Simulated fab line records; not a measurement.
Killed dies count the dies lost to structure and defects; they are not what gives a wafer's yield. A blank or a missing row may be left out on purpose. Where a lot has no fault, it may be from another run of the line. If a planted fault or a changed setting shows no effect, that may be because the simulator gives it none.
A lot that was struck, set against a sound lot | flow n5Finfet | 15 out of 1938 route steps
Sound: wafers L868.3, L868.4, L868.5. Wafers struck: L873.2, L873.3, L873.6. The cause comes at the end.
For every step that has rows: the tool of each side, followed by ch and its chambers, followed by its first start. Under that, the readings that differ: sound wafers | struck wafers | difference of the means | sigmas: that difference in standard deviations of wafers without a fault.
alike: readings with means less than 2 such deviations apart, plus words and numbers identical on both sides. not compared: withheld readings, readings lacking a value on some wafer, bounds such as >300 that could conceal the same value, and numbers that have no deviation in the record and whose values overlap.
A row with sigmas, a row that says differs or no value, or rows on one side alone: a step with any of these is where the two part. When numbers do not overlap yet have no deviation, they are printed without sigmas and do not part them. Lack of a reading on every wafer of one side parts them only where that side has two or more wafers.

N5_STI_FIN_REVEAL_INSPECT_13: inspects for defects (darkfield).
  sound on defectInspect-02, day 5 15:08; struck on defectInspect-02, day 6 12:30
  alike: rawDefectCount
then, 2 steps without rows for these wafers: N5_DUMMY_GATE_PRECLEAN_00 (cleans in O3/DIW, time 60 s); N5_DUMMY_GATE_SRD_01 (time 30 s).
N5_DUMMY_GATE_ALD_02: deposits SiO2, target thk 2 nm, pulse time 1 s.
  sound on aldSin-04 ch 0,3, day 5 15:20; struck on aldSin-01 ch 2,3, day 6 12:42
  alike: heaterPowerW, precursorPulseHeightRel
  not compared: sinceWetCleanH
then, 3 steps without rows for these wafers: N5_DUMMY_GATE_CVD_03 (deposits a-Si from SiH4, target thk 150 nm, time 8042 s); N5_DUMMY_GATE_PRECLEAN_46 (cleans in DIW, time 89.5 s); N5_DUMMY_GATE_SRD_47 (dry time 32 s).
N5_DUMMY_GATE_CMP_04: polishes a-Si.
  sound on cmp-01 ch 0,2, day 5 19:12; struck on cmp-03 ch 0,2,3, day 6 16:34
  alike: motorCurrentA, slurryFilterDpKPa, timeToEndpointS
N5_DUMMY_GATE_THK_MEAS_05:
  sound on filmMetro-01, day 5 19:26; struck on filmMetro-02, day 6 16:47
  alike: thkNm
then, 3 steps without rows for these wafers: N5_DUMMY_GATE_HM_DEP_06 (deposits SiNx from DCS/NH3, target thk 80 nm, time 5141 s); N5_DUMMY_GATE_PECVD_30 (deposits SiO2 from TEOS/O2, target thk 55 nm, time 10.8 s); N5_DUMMY_GATE_COAT_34 (time 60 s, resist thk 60 nm).
N5_DUMMY_GATE_COAT_35: time 60 s, resist thk 10 nm.
  sound on lithoTrack-03 ch 0, day 5 23:28; struck on lithoTrack-03 ch 0, day 6 20:49
reading            | sound                | struck               | difference | sigmas
spinSpeedRpm (rpm) | 1500.1 1501.2 1498.3 | 1440.8 1440.2 1440.9 | -59.2      | -62
  alike: plateTempC
then, 1 step without rows for these wafers: N5_DUMMY_GATE_COAT_28 (time 60 s, resist thk 10 nm).
-- a jump in the record: the struck wafers' starts before and after are 6 days apart (it breaks off in module DUMMY_GATE and resumes in module BEOL_M4, where the first step shown is number 1111 of the route) --
N5_BEOL_M4_RC_MEAS_101:
  sound on prober-01 ch 0, day 12 02:35; struck on prober-02 ch 0, day 12 12:48
reading       | sound          | struck         | difference | sigmas
DIBL_N (mV/V) | 34.2 35.0 33.9 | 36.6 38.8 35.9 | +2.7       | +2
  alike: DIBL_P, IOFF_N, IOFF_P, ION_N, ION_P, SS_N, SS_P, VT_N, VT_P

== WHERE THEY PART ==
At N5_DUMMY_GATE_COAT_35 first; at N5_BEOL_M4_RC_MEAS_101 last (within this record only).

WHY: what had been put in by the simulator
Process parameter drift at N5_DUMMY_GATE_COAT_35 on lithoTrack-03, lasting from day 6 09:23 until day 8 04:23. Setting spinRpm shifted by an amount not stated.
